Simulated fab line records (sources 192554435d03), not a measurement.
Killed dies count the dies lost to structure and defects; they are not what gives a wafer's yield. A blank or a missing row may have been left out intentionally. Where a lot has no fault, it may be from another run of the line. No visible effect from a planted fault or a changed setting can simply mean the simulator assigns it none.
Matching of chambers    flow n5 finfet    rie diel-05 running N5_BEOL_M2_ETCH_69: 4 sister chambers
The step etches SiARC in CF4, target depth 15.6 nm, time 26 s. 8 wafers are shown with their chamber, then 12 later ones without.

== EACH WAFER AND ITS CHAMBER ==
wafer   chamber  drypump motor current A (A)  throttle valve pct (%)
L080.3  0        5.1                          15.48
L083.5  1        5.8                          15.50
L084.2  2        6.7                          16.04
L084.3  3        5.0                          15.54
L084.6  1        5.8                          15.50
L085.2  0        5.1                          15.50
L085.4  2        6.7                          16.03
L085.5  3        4.9                          15.54

== WAFERS WHOSE CHAMBER IS MISSING ==
wafer   drypump motor current A (A)  throttle valve pct (%)
L087.3  5.7                          15.51
L087.5  5.1                          15.51
L087.6  5.0                          15.55
L089.1  5.8                          15.55
L089.2  6.7                          16.06
L089.3  5.0                          15.56
L096.4  5.1                          15.56
L096.5  5.1                          15.53
L096.6  5.8                          15.54
L097.2  6.7                          16.08
L097.4  5.8                          15.55
L097.6  5.0                          15.61

== CHAMBER TAKEN BY EACH ==
wafer    from the rows above       in truth
L087.3   1                         1
L087.5   0                         0
L087.6   3                         3
L089.1   1                         1
L089.2   2                         2
L089.3   3                         3
L096.4   3                         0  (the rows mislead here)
L096.5   can't be placed: 3 or 0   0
L096.6   1                         1
L097.2   2                         2
L097.4   1                         1
L097.6   3                         3
Correct placement for 10 of the 12. Cannot be placed on the basis of these rows: 1; the candidates contain the true chamber in 1. Number placed wrongly: 1.
How it was worked out, from the rows above alone: a wafer's distance from a chamber is the root of the sum, over the readings, of the square of ((its reading less the chamber's mean) divided by the reading's scatter). The wafer belongs to the nearest chamber; if the next one is less than 2 further off, it can't be placed. The mean given for a chamber averages the wafers shown for that chamber. The scatter is the square root of a quotient: the sum, over the shown wafers, of each reading's squared deviation from its chamber's mean, divided by wafers minus chambers.
